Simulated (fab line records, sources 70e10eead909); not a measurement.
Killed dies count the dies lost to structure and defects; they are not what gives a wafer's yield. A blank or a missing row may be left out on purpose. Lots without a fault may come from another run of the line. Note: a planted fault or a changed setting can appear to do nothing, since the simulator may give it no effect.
fab line records	flow nand-harc
record lots=6	wafers=18	last-day=34
route steps=1302 shown A_STAIRCASE@886 A_SGD_CUT@890
lots that met no fault: taken from a fault-free run of the same line
start-h: the number of hours between the record's first day and the start of the first shown wafer of the lot	wait-h: time in hours since the lot's previous step	" unchanged from the row above	L1.1+2: several wafers, shown together as one row	- no value, or no start given	* or withheld: withheld	< > ~ a bound
route shown NAME@n: NAME is a module with steps in the file, n the number in the route of the first one	usual: average and standard deviation across the fault-free wafers	same: alike in all rows	chamber/n: place in a boat	sites: readings site by site	_std_site: how widely they spread, as a standard deviation	_edge_site: outer sites' mean less inner sites'	radius-mm: how far each site lies from the wafer's centre	mask NAME#n: copy n	behind: tool/chamber where the wafer was last shaped	hold: cause of the lot's hold/its duration in hours/its outcome	device: transistor that didn't switch, given as n, p or np	end of line: tests of these same wafers at the route's end	a step with no rows: only its recipe	killed: dies lost to structure and defects at the first sort, not the wafer's yield	map: per-die view of a wafer (x killed, . not killed, _ where there is no die)
set.NAME: the run value of the setting; set.NAME@STEP: its run value at that earlier step	model.NAME: the simulator's own value behind a step, which no gauge read
lots at some steps of the route; a table a step, a row a wafer
services: when a tool's chamber went out of use (start-h, in hours from the record's first day, below 0 if earlier), for how many hours, and the reason
## steps
# step NHARC_A_STAIRCASE_CMP_472
# recipe material=SiO2
# usual motor-current-A=12.4/1.6
lot.wafer	tool	chamber	start-h	wait-h	motor-current-A
L463.1	cmp-03	3	504.26	0.3	11.0
L463.6	"	2	"	"	13.5
L463.5	"	3	"	"	10.4
L469.4	cmp-02	0	538.04	0.1	16.1
L469.1	"	3	"	"	11.3
L469.6	"	1	"	"	10.7
L477.1	cmp-02	2	593.70	0.2	11.7
L477.3	"	3	"	"	11.5
L477.6	"	1	"	"	10.2
L476.1	cmp-02	1	609.75	0.2	11.0
L476.3	"	3	"	"	11.3
L476.6	"	1	"	"	10.3
L481.4	cmp-03	2	663.87	0.2	13.8
L481.3	"	0	"	"	13.2
L481.6	"	3	"	"	10.8
L483.4	cmp-03	1	682.57	0.2	14.8
L483.1	"	2	"	"	13.7
L483.2	"	3	"	"	10.4
# step NHARC_A_STAIRCASE_SRD_474
# step NHARC_A_STAIRCASE_INSPECT_155
# usual raw-defect-count=395/120
lot.wafer	tool	chamber	start-h	wait-h	raw-defect-count
L463.1	defect-inspect-02	-	504.58	0.1	295
L463.5	"	-	"	"	292
L463.6	"	-	"	"	332
L469.1	defect-inspect-01	-	538.38	0.1	292
L469.4	"	-	"	"	247
L469.6	"	-	"	"	294
L477.1	defect-inspect-02	-	594.01	0.1	307
L477.3	"	-	"	"	385
L477.6	"	-	"	"	267
L476.1	defect-inspect-02	-	610.06	0.1	442
L476.3	"	-	"	"	353
L476.6	"	-	"	"	378
L481.3	defect-inspect-02	-	664.21	0.1	410
L481.4	"	-	"	"	387
L481.6	"	-	"	"	268
L483.1	defect-inspect-01	-	682.91	0.1	328
L483.2	"	-	"	"	273
L483.4	"	-	"	"	421
# step NHARC_A_SGD_CUT_DEP_00
# recipe target-thk-a=500	temp-c=400	target-thk-nm=50	flow-sccm=200	rf-w=450	material=SiNx
# usual heater-power-w=721/120	rf-fwd-power-W=448.3/1.5
lot.wafer	tool	chamber	start-h	wait-h	heater-power-w	rf-fwd-power-W
L463.1	pecvd-03	0	504.71	0.1	531	449.0
L463.5	"	1	"	"	680	447.3
L463.6	"	0	"	"	539	447.7
L469.1	pecvd-03	1	538.50	0.1	669	448.1
L469.6	"	0	"	"	651	449.9
L469.4	"	1	"	"	652	448.4
L477.1	pecvd-04	2	594.08	0.1	689	448.1
L477.3	"	0	"	"	804	447.3
L477.6	"	0	"	"	780	447.5
L476.1	pecvd-03	2	610.13	0.1	851	448.1
L476.3	"	0	"	"	592	450.2
L476.6	"	2	"	"	866	445.4
L481.4	pecvd-04	1	664.37	0.2	639	449.8
L481.3	"	0	"	"	847	447.2
L481.6	"	0	"	"	852	449.4
L483.2	pecvd-03	2	683.01	0.1	913	449.9
L483.1	"	0	"	"	620	449.1
L483.4	"	1	"	"	714	448.4
# step NHARC_A_SGD_CUT_DEHYDRATE_01
# recipe temp-c=150	time-s=120
# step NHARC_A_SGD_CUT_HMDS_02
# recipe time-s=30
# step NHARC_A_SGD_CUT_COAT_56
# recipe temp-c=260	time-s=75
# step NHARC_A_SGD_CUT_COAT_57
# recipe temp-c=225	time-s=65
# step NHARC_A_SGD_CUT_COAT_03
# recipe spin-rpm=1500	resist-thk-nm=90
# step NHARC_A_SGD_CUT_SOFTBAKE_04
# recipe temp-c=105	time-s=55
# step NHARC_A_SGD_CUT_EBR_05
# step NHARC_A_SGD_CUT_EXPOSE_06
# recipe na=1.35	dose-mj=85.59	mask-id=SGD
# usual exposure-dose-mJ-cm2=85.60/0.081	focus-offset-nm=0.0/0.55	stage-vel-mm-s=500.00/0.24
lot.wafer	tool	chamber	start-h	wait-h	mask	exposure-dose-mJ-cm2	focus-offset-nm	stage-vel-mm-s
L463.1	arfi-scanner-03	-	505.26	-	SGD#0	-	-	-
L463.5	"	-	"	"	SGD#0	-	-	-
L463.6	"	-	"	"	SGD#0	-	-	-
L469.1	arfi-scanner-02	-	539.02	-	SGD#0	-	-	-
L469.4	"	-	"	"	SGD#0	-	-	-
L469.6	"	-	"	"	SGD#0	-	-	-
L477.1	arfi-scanner-01	0	594.66	-	SGD#0	85.77	-0.5	499.59
L477.3	"	0	"	"	SGD#0	85.63	-0.4	499.61
L477.6	"	0	"	"	SGD#0	85.64	-0.5	500.06
L476.1	arfi-scanner-03	0	610.71	-	SGD#0	85.50	0.1	499.86
L476.3	"	0	"	"	SGD#0	85.56	0.2	500.05
L476.6	"	0	"	"	SGD#0	85.63	-0.2	500.06
L481.3	arfi-scanner-01	0	664.83	-	SGD#0	85.62	-0.3	499.78
L481.4	"	0	"	"	SGD#0	85.54	0.6	499.84
L481.6	"	0	"	"	SGD#0	85.59	0.0	500.04
L483.1	arfi-scanner-01	0	683.44	-	SGD#0	85.60	0.2	500.11
L483.2	"	0	"	"	SGD#0	85.54	0.2	499.85
L483.4	"	0	"	"	SGD#0	85.44	0.6	499.96
# step NHARC_A_SGD_CUT_PEB_07
# recipe peb-temp-c=100	peb-time-s=65
## services
tool	chamber	start-h	hours	kind
arfi-scanner-02	-	484.00	4.0	pm
cmp-02	-	488.45	1.0	repair
arfi-scanner-02	-	493.59	0.7	repair
cmp-02	-	526.65	4.0	pm
cmp-03	-	537.59	0.7	repair
cmp-02	-	542.31	0.4	repair
pecvd-03	-	547.29	13.0	pm
pecvd-03	0	547.29	13.0	vent-cycle
pecvd-03	1	547.29	13.0	vent-cycle
cmp-03	-	547.52	1.0	repair
cmp-03	-	554.06	4.0	pm
cmp-02	-	565.49	4.1	repair
arfi-scanner-03	-	566.35	4.0	pm
cmp-03	-	589.17	1.4	repair
arfi-scanner-01	-	596.00	4.0	pm
pecvd-04	-	613.28	1.1	repair
cmp-03	-	622.86	3.5	repair
cmp-02	-	624.69	4.0	pm
pecvd-04	-	631.06	13.0	pm
cmp-03	-	652.06	4.0	pm
arfi-scanner-02	-	656.00	4.0	pm
cmp-02	-	657.97	23.6	repair
pecvd-04	2	663.90	5.5	repair
arfi-scanner-03	-	677.30	3.0	repair
## key
first-sign step=NHARC_A_SGD_CUT_EXPOSE_06	reading=tool-record	direction=missing
effect none on later readings
met-at NHARC_A_SGD_CUT_EXPOSE_06
struck-wafers L463.1,L463.5,L463.6,L469.1,L469.4,L469.6
later-rows-left-out L463.1,L463.5,L463.6,L469.1,L469.4,L469.6
sort-left-out L463.1,L463.5,L463.6,L469.1,L469.4,L469.6
tester-left-out L463,L469
fault kind=skipped-step-whole	tool=arfi-scanner-02,arfi-scanner-03	chamber=-	onset-h=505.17	steps=NHARC_A_SGD_CUT_EXPOSE_06	scope=struck-lots-only
# tester-left-out: of these lots the tester's yield and bins aren't shown, on N5 and GAA mostly nor the transistor test; their killed dies are dies lost to structure and defects alone, not to doping, threshold or leakage, so they don't give the yield
# sort-left-out: the simulated sort isn't trusted on such a fault, so these wafers' sort isn't shown, and their yield isn't known
# later-rows-left-out: the simulator's readings of these wafers behind a module that went badly wrong aren't trusted and aren't shown, but for the sort
